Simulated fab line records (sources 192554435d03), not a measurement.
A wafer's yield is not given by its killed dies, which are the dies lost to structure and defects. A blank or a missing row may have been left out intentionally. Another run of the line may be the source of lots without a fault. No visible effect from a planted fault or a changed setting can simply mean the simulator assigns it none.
Which tool was responsible? + flow n5Finfet + 72 wafers from 24 lots sampled at 6 of the route's 1938 steps

WHAT THE GAUGES READ, wafer by wafer
N5_MOL_CONTACT_COAG_INSPECT_97: inspects for defects (darkfield).
| lot  | measured     | on               | rawDefectCount |
|------|--------------|------------------|----------------|
| L075 | day 5 17:53  | defectInspect-01 | 27 29 38       |
| L076 | day 5 21:34  | defectInspect-02 | 55 35 63       |
| L077 | day 6 07:38  | defectInspect-01 | 42 30 37       |
| L074 | day 6 10:37  | defectInspect-02 | 53 54 90       |
| L078 | day 6 13:41  | defectInspect-01 | 42 56 39       |
| L079 | day 6 13:37  | defectInspect-02 | 32 52 48       |
| L080 | day 6 19:52  | defectInspect-02 | 68 26 58       |
| L081 | day 7 01:39  | defectInspect-02 | 58 49 44       |
| L082 | day 7 15:09  | defectInspect-01 | 36 40 36       |
| L083 | day 7 22:33  | defectInspect-01 | 34 34 31       |
| L084 | day 8 01:33  | defectInspect-01 | 37 34 51       |
| L085 | day 8 07:49  | defectInspect-01 | 31 53 49       |
| L086 | day 8 15:47  | defectInspect-02 | 35 28 39       |
| L087 | day 8 19:30  | defectInspect-02 | 42 51 36       |
| L088 | day 8 23:40  | defectInspect-02 | 26 44 29       |
| L089 | day 9 03:20  | defectInspect-02 | 33 29 27       |
| L090 | day 9 13:04  | defectInspect-02 | 16 26 21       |
| L091 | day 9 16:04  | defectInspect-02 | 15 42 41       |
| L092 | day 9 19:49  | defectInspect-01 | 40 44 34       |
| L093 | day 10 02:26 | defectInspect-02 | 40 44 28       |
| L094 | day 10 07:52 | defectInspect-02 | 34 48 33       |
| L095 | day 10 19:22 | defectInspect-02 | 33 27 27       |
| L096 | day 10 22:22 | defectInspect-01 | 51 46 65       |
| L097 | day 11 04:29 | defectInspect-02 | 45 30 90       |

N5_BEOL_M0_SAQP_OVL_MEAS_15.
| lot  | measured     | on         | M0_CORE_OVL (nm) |
|------|--------------|------------|------------------|
| L075 | day 5 21:04  | overlay-01 | -0.1 -0.3 0.2    |
| L076 | day 6 00:14  | overlay-01 | -0.1 1.4 0.5     |
| L077 | day 6 08:50  | overlay-02 | 0.1 -0.9 1.0     |
| L074 | day 6 12:44  | overlay-02 | -0.4 0.0 -0.5    |
| L078 | day 6 14:53  | overlay-02 | 0.8 1.1 1.3      |
| L079 | day 6 15:02  | overlay-02 | -0.5 1.1 -0.7    |
| L080 | day 6 21:58  | overlay-02 | -1.3 -0.7 -0.4   |
| L081 | day 7 04:35  | overlay-02 | 0.0 1.0 0.8      |
| L082 | day 7 16:26  | overlay-02 | -0.3 -0.4 -0.9   |
| L083 | day 8 02:10  | overlay-01 | -0.6 -0.2 -1.0   |
| L084 | day 8 03:22  | overlay-01 | 0.7 0.1 0.5      |
| L085 | day 8 09:49  | overlay-02 | 0.4 0.1 -0.3     |
| L086 | day 8 17:49  | overlay-02 | 0.6 -0.4 0.3     |
| L087 | day 8 23:46  | overlay-01 | -0.1 -0.5 0.5    |
| L088 | day 9 01:58  | overlay-02 | -0.4 -1.8 -1.0   |
| L089 | day 9 06:27  | overlay-01 | 0.4 -0.1 -0.2    |
| L090 | day 9 14:19  | overlay-01 | -1.1 -0.7 -0.2   |
| L091 | day 9 18:23  | overlay-01 | 1.4 1.0 1.5      |
| L092 | day 9 22:08  | overlay-01 | 0.2 -0.1 0.2     |
| L093 | day 10 05:04 | overlay-01 | 1.6 0.8 0.6      |
| L094 | day 10 09:07 | overlay-02 | 0.8 0.6 -0.1     |
| L095 | day 10 21:49 | overlay-01 | 1.2 0.3 1.7      |
| L096 | day 11 00:10 | overlay-02 | -0.1 0.2 0.7     |
| L097 | day 11 05:50 | overlay-01 | -0.2 0.1 0.6     |

WHICH TOOL RAN EACH LOT (tool, then ch and the chambers of the sampled wafers, then the start)
| lot  | N5_GATE_CUT_CMP_61           | N5_MOL_CONTACT_COAG_ALD_20        | N5_MOL_CONTACT_COAG_ALD_27       | N5_MOL_CONTACT_COAG_ETCH_124      |
|------|------------------------------|-----------------------------------|----------------------------------|-----------------------------------|
| L075 | cmp-04 ch 1,2, day 4 21:22   | aldMetal-03 ch 0,1, day 5 01:57   | aldSin-02 ch 0,3, day 5 06:45    | rieDiel-03 ch 1,2, day 5 13:32    |
| L076 | cmp-03 ch 0,2, day 5 03:08   | aldMetal-03 ch 0,1,2, day 5 05:25 | aldSin-02 ch 0,1,3, day 5 10:55  | rieDiel-06 ch 0,2,3, day 5 17:24  |
| L077 | cmp-04 ch 0,3, day 5 13:43   | aldMetal-02 ch 0,1,2, day 5 15:37 | aldSin-03 ch 0,2,3, day 5 21:16  | rieDiel-05 ch 0,2, day 6 03:29    |
| L074 | cmp-04 ch 0,1,3, day 5 15:14 | aldMetal-03 ch 0,2,3, day 5 16:48 | aldSin-01 ch 0,1,2, day 5 23:03  | rieDiel-06 ch 1,2, day 6 05:14    |
| L078 | cmp-01 ch 1,2,3, day 5 17:56 | aldMetal-03 ch 1,2, day 5 20:13   | aldSin-03 ch 1,2,3, day 6 00:39  | rieDiel-06 ch 0,1, day 6 06:32    |
| L079 | cmp-01 ch 0,2,3, day 5 21:15 | aldMetal-03 ch 1,3, day 5 23:19   | aldSin-03 ch 1,2, day 6 03:39    | rieDiel-05 ch 1,3, day 6 08:52    |
| L080 | cmp-04 ch 1,2,3, day 6 04:19 | aldMetal-01 ch 2,3, day 6 06:13   | aldSin-01 ch 2,3, day 6 11:01    | rieDiel-05 ch 0,2,3, day 6 15:43  |
| L081 | cmp-03 ch 0,3, day 6 10:47   | aldMetal-03 ch 0,1,3, day 6 12:37 | aldSin-03 ch 1,3, day 6 16:43    | rieDiel-06 ch 1,2,3, day 6 21:28  |
| L082 | cmp-04 ch 1,2,3, day 6 21:48 | aldMetal-03 ch 1,3, day 7 00:17   | aldSin-02 ch 0,3, day 7 04:59    | rieDiel-05 ch 1,2, day 7 10:59    |
| L083 | cmp-01 ch 0,1,3, day 7 03:17 | aldMetal-03 ch 0,1,3, day 7 05:41 | aldSin-03 ch 0,1,2, day 7 13:10  | rieDiel-05 ch 1,2,3, day 7 18:25  |
| L084 | cmp-04 ch 1,2,3, day 7 07:53 | aldMetal-03 ch 1,2,3, day 7 10:06 | aldSin-02 ch 0,1,2, day 7 16:02  | rieDiel-05 ch 0,1,2, day 7 21:16  |
| L085 | cmp-03 ch 1,3, day 7 13:47   | aldMetal-03 ch 1,2, day 7 15:32   | aldSin-02 ch 0,2,3, day 7 22:20  | rieDiel-03 ch 1,2, day 8 03:31    |
| L086 | cmp-04 ch 0,1,2, day 7 22:23 | aldMetal-03 ch 2,3, day 8 00:18   | aldSin-02 ch 0,2,3, day 8 06:16  | rieDiel-05 ch 1,2,3, day 8 11:35  |
| L087 | cmp-01 ch 0,3, day 8 03:26   | aldMetal-03 ch 0,1, day 8 05:31   | aldSin-01 ch 1,2, day 8 10:08    | rieDiel-05 ch 0,1, day 8 15:14    |
| L088 | cmp-01 ch 0,2,3, day 8 07:11 | aldMetal-03 ch 0,1,2, day 8 09:03 | aldSin-03 ch 0,3, day 8 13:20    | rieDiel-05 ch 2,3, day 8 19:26    |
| L089 | cmp-04 ch 2,3, day 8 10:13   | aldMetal-03 ch 0,2, day 8 12:05   | aldSin-01 ch 1,2,3, day 8 17:54  | rieDiel-03 ch 0,1, day 8 23:11    |
| L090 | cmp-01 ch 0,1,3, day 8 18:34 | aldMetal-03 ch 0,1,2, day 8 22:49 | aldSin-02 ch 0,1,3, day 9 03:55  | rieDiel-05 ch 1,2, day 9 08:54    |
| L091 | cmp-04 ch 0,2,3, day 9 00:03 | aldMetal-03 ch 0,1, day 9 01:40   | aldSin-02 ch 1,3, day 9 06:55    | rieDiel-06 ch 1,2,3, day 9 11:39  |
| L092 | cmp-01 ch 1,3, day 9 02:50   | aldMetal-02 ch 1,2,3, day 9 05:14 | aldSin-03 ch 0,2, day 9 10:52    | rieDiel-03 ch 0,1,2, day 9 15:40  |
| L093 | cmp-01 ch 2,3, day 9 09:57   | aldMetal-02 ch 0,2,3, day 9 11:42 | aldSin-03 ch 0,3, day 9 16:07    | rieDiel-03 ch 0,2, day 9 22:17    |
| L094 | cmp-04 ch 0,1, day 9 15:22   | aldMetal-01 ch 0,1, day 9 17:26   | aldSin-03 ch 0,3, day 9 22:13    | rieDiel-05 ch 0,3, day 10 03:29   |
| L095 | cmp-04 ch 0,2, day 9 22:38   | aldMetal-02 ch 0,2, day 10 01:37  | aldSin-01 ch 1,2,3, day 10 08:38 | rieDiel-03 ch 0,3, day 10 15:13   |
| L096 | cmp-04 ch 0,2, day 10 02:34  | aldMetal-01 ch 1,3, day 10 04:40  | aldSin-02 ch 0,1, day 10 11:26   | rieDiel-03 ch 0,2,3, day 10 17:24 |
| L097 | cmp-03 ch 1,2, day 10 09:10  | aldMetal-01 ch 0,2, day 10 13:40  | aldSin-03 ch 0,1,2, day 10 19:24 | rieDiel-05 ch 1,3, day 11 00:20   |
- N5_GATE_CUT_CMP_61: polishes, stops on SiNx, t overpolish 3 s.
- N5_MOL_CONTACT_COAG_ALD_20: deposits TiN, target thk 1.5 nm, pulse time 1 s, purge time 3 s.
- N5_MOL_CONTACT_COAG_ALD_27: deposits SiOC, target thk 17 nm, pulse time 1.5 s, time 2720 s.
- N5_MOL_CONTACT_COAG_ETCH_124: etches SiNx in CH3F/O2, stops on SiOC, target depth 6.5 nm.

WHAT THE TOOLS THEMSELVES READ (means of the sampled wafers that have a number; where no wafer has one, the mark that the record gives instead)
N5_GATE_CUT_CMP_61.
| lot  | tool   | motorCurrentA (A) |
|------|--------|-------------------|
| L075 | cmp-04 | 11.6              |
| L076 | cmp-03 | 12.9              |
| L077 | cmp-04 | 12.6              |
| L074 | cmp-04 | 12.8              |
| L078 | cmp-01 | 12.2              |
| L079 | cmp-01 | 12.6              |
| L080 | cmp-04 | 12.6              |
| L081 | cmp-03 | 12.0              |
| L082 | cmp-04 | 12.4              |
| L083 | cmp-01 | 12.5              |
| L084 | cmp-04 | 12.5              |
| L085 | cmp-03 | 10.8              |
| L086 | cmp-04 | 11.5              |
| L087 | cmp-01 | 12.3              |
| L088 | cmp-01 | 12.7              |
| L089 | cmp-04 | 13.2              |
| L090 | cmp-01 | 12.3              |
| L091 | cmp-04 | 11.9              |
| L092 | cmp-01 | 11.9              |
| L093 | cmp-01 | 13.5              |
| L094 | cmp-04 | 12.2              |
| L095 | cmp-04 | 11.0              |
| L096 | cmp-04 | 11.2              |
| L097 | cmp-03 | 12.1              |

N5_MOL_CONTACT_COAG_ALD_20.
| lot  | tool        | heaterPowerOuterW (W) | heaterPowerW (W) | precursorPulseHeightRel |
|------|-------------|-----------------------|------------------|-------------------------|
| L075 | aldMetal-03 | 478                   | 831              | 0.999                   |
| L076 | aldMetal-03 | 518                   | 861              | 1.005                   |
| L077 | aldMetal-02 | 522                   | 889              | 1.003                   |
| L074 | aldMetal-03 | 552                   | 944              | 1.002                   |
| L078 | aldMetal-03 | 512                   | 845              | 0.994                   |
| L079 | aldMetal-03 | 524                   | 856              | 0.986                   |
| L080 | aldMetal-01 | 626                   | 968              | 1.021                   |
| L081 | aldMetal-03 | 520                   | 888              | 0.995                   |
| L082 | aldMetal-03 | 483                   | 810              | 0.981                   |
| L083 | aldMetal-03 | 517                   | 881              | 0.994                   |
| L084 | aldMetal-03 | 519                   | 856              | 0.972                   |
| L085 | aldMetal-03 | 476                   | 794              | 1.006                   |
| L086 | aldMetal-03 | 555                   | 894              | 0.997                   |
| L087 | aldMetal-03 | 470                   | 825              | 1.008                   |
| L088 | aldMetal-03 | 514                   | 866              | 0.992                   |
| L089 | aldMetal-03 | 546                   | 900              | 0.995                   |
| L090 | aldMetal-03 | 509                   | 876              | 1.011                   |
| L091 | aldMetal-03 | 525                   | 915              | 1.012                   |
| L092 | aldMetal-02 | 493                   | 831              | 1.030                   |
| L093 | aldMetal-02 | 537                   | 927              | 0.978                   |
| L094 | aldMetal-01 | 608                   | 988              | 0.982                   |
| L095 | aldMetal-02 | 559                   | 958              | 1.019                   |
| L096 | aldMetal-01 | 566                   | 900              | 1.012                   |
| L097 | aldMetal-01 | 646                   | 1027             | 0.991                   |

N5_MOL_CONTACT_COAG_ALD_27.
| lot  | tool      | heaterPowerOuterW (W) | heaterPowerW (W) | precursorPulseHeightRel |
|------|-----------|-----------------------|------------------|-------------------------|
| L075 | aldSin-02 | 538                   | 849              | 0.991                   |
| L076 | aldSin-02 | 521                   | 830              | 1.011                   |
| L077 | aldSin-03 | 569                   | 907              | 0.986                   |
| L074 | aldSin-01 | 521                   | 873              | 1.005                   |
| L078 | aldSin-03 | 542                   | 880              | 1.009                   |
| L079 | aldSin-03 | 514                   | 865              | 0.995                   |
| L080 | aldSin-01 | 589                   | 1009             | 1.008                   |
| L081 | aldSin-03 | 561                   | 888              | 0.994                   |
| L082 | aldSin-02 | 536                   | 866              | 0.988                   |
| L083 | aldSin-03 | 507                   | 838              | 0.998                   |
| L084 | aldSin-02 | 506                   | 838              | 1.005                   |
| L085 | aldSin-02 | 529                   | 851              | 0.997                   |
| L086 | aldSin-02 | 517                   | 843              | 1.018                   |
| L087 | aldSin-01 | 597                   | 939              | 1.018                   |
| L088 | aldSin-03 | 544                   | 887              | 1.019                   |
| L089 | aldSin-01 | 564                   | 945              | 1.009                   |
| L090 | aldSin-02 | 542                   | 852              | 0.998                   |
| L091 | aldSin-02 | 548                   | 887              | 0.990                   |
| L092 | aldSin-03 | 519                   | 867              | 0.995                   |
| L093 | aldSin-03 | 587                   | 912              | 1.007                   |
| L094 | aldSin-03 | 550                   | 863              | 1.000                   |
| L095 | aldSin-01 | 561                   | 920              | 0.991                   |
| L096 | aldSin-02 | 499                   | 809              | 1.010                   |
| L097 | aldSin-03 | 500                   | 833              | 1.004                   |

N5_MOL_CONTACT_COAG_ETCH_124.
| lot  | tool       | CH3F_flow_sccm (sccm) | drypumpMotorCurrentA (A) | oesProductAu (a.u.) | rfVppV (V) | showerheadPlenumPTorr (Torr) | throttleValvePct (%) |
|------|------------|-----------------------|--------------------------|---------------------|------------|------------------------------|----------------------|
| L075 | rieDiel-03 | 29.93                 | 5.9                      | 0.66                | 299        | 1.98                         | 16.38                |
| L076 | rieDiel-06 | 29.89                 | 4.9                      | 0.67                | 291        | 2.04                         | 16.40                |
| L077 | rieDiel-05 | 30.08                 | 5.2                      | 0.69                | 286        | 1.93                         | 16.39                |
| L074 | rieDiel-06 | 29.98                 | 5.5                      | 0.59                | 292        | 1.97                         | 16.65                |
| L078 | rieDiel-06 | 29.98                 | 5.5                      | 0.73                | 290        | 2.04                         | 16.22                |
| L079 | rieDiel-05 | 29.93                 | 5.8                      | 0.67                | 299        | 2.01                         | 16.35                |
| L080 | rieDiel-05 | 29.97                 | 5.6                      | 0.67                | 291        | 1.96                         | 16.42                |
| L081 | rieDiel-06 | 30.04                 | 5.1                      | 0.59                | 293        | 2.01                         | 16.65                |
| L082 | rieDiel-05 | 30.02                 | 5.0                      | 0.71                | 299        | 1.99                         | 16.20                |
| L083 | rieDiel-05 | 29.90                 | 5.3                      | 0.67                | 295        | 1.98                         | 16.35                |
| L084 | rieDiel-05 | 29.99                 | 5.3                      | 0.71                | 294        | 1.97                         | 16.31                |
| L085 | rieDiel-03 | 29.99                 | 5.8                      | 0.78                | 302        | 2.01                         | 16.06                |
| L086 | rieDiel-05 | 29.96                 | 5.3                      | 0.66                | 294        | 1.97                         | 16.36                |
| L087 | rieDiel-05 | 29.96                 | 5.6                      | 0.74                | 299        | 1.98                         | 16.30                |
| L088 | rieDiel-05 | 29.92                 | 5.2                      | 0.62                | 288        | 1.93                         | 16.47                |
| L089 | rieDiel-03 | 30.01                 | 6.0                      | 0.80                | 299        | 1.96                         | 16.19                |
| L090 | rieDiel-05 | 29.94                 | 5.0                      | 0.69                | 299        | 1.99                         | 16.23                |
| L091 | rieDiel-06 | 30.05                 | 5.1                      | 0.66                | 293        | 2.00                         | 16.55                |
| L092 | rieDiel-03 | 29.94                 | 6.0                      | 0.78                | 301        | 1.98                         | 16.18                |
| L093 | rieDiel-03 | 29.91                 | 6.0                      | 0.77                | 305        | 2.01                         | 16.18                |
| L094 | rieDiel-05 | 29.93                 | 6.0                      | 0.65                | 296        | 1.97                         | 16.48                |
| L095 | rieDiel-03 | 30.08                 | 5.8                      | 0.81                | 303        | 2.01                         | 16.20                |
| L096 | rieDiel-03 | 29.98                 | 5.9                      | 0.78                | 304        | 2.01                         | 16.21                |
| L097 | rieDiel-05 | 30.04                 | 5.4                      | 0.67                | 303        | 2.00                         | 16.30                |

THE ANSWER, worked out from the rows above alone
Rule: usual is defined by the lots themselves. Put in order of their means at a reading, lots are off if they are a third of the lots or fewer, leave a main group of 4 or more, and stand apart from it by a gap of 3 or more times the standard deviation of the main group's means; of several such gaps the widest counts. A main group whose means are all the same, to the digits that the tables above print for the reading, isn't used. A lot without any number at a reading at which 4 lots or more have one is off too. All remaining lots with rows at the step are treated as sound. After the gauges, taken in route order, come the tools' own readings; for these a lot's mean is taken, as printed above. At the first step where some lot is off, the reading lying furthest off is the one used; lots without a number count as furthest.
No lot is off at any reading shown: from this, nothing can be told.

WHAT THE SIMULATOR HAD PUT IN
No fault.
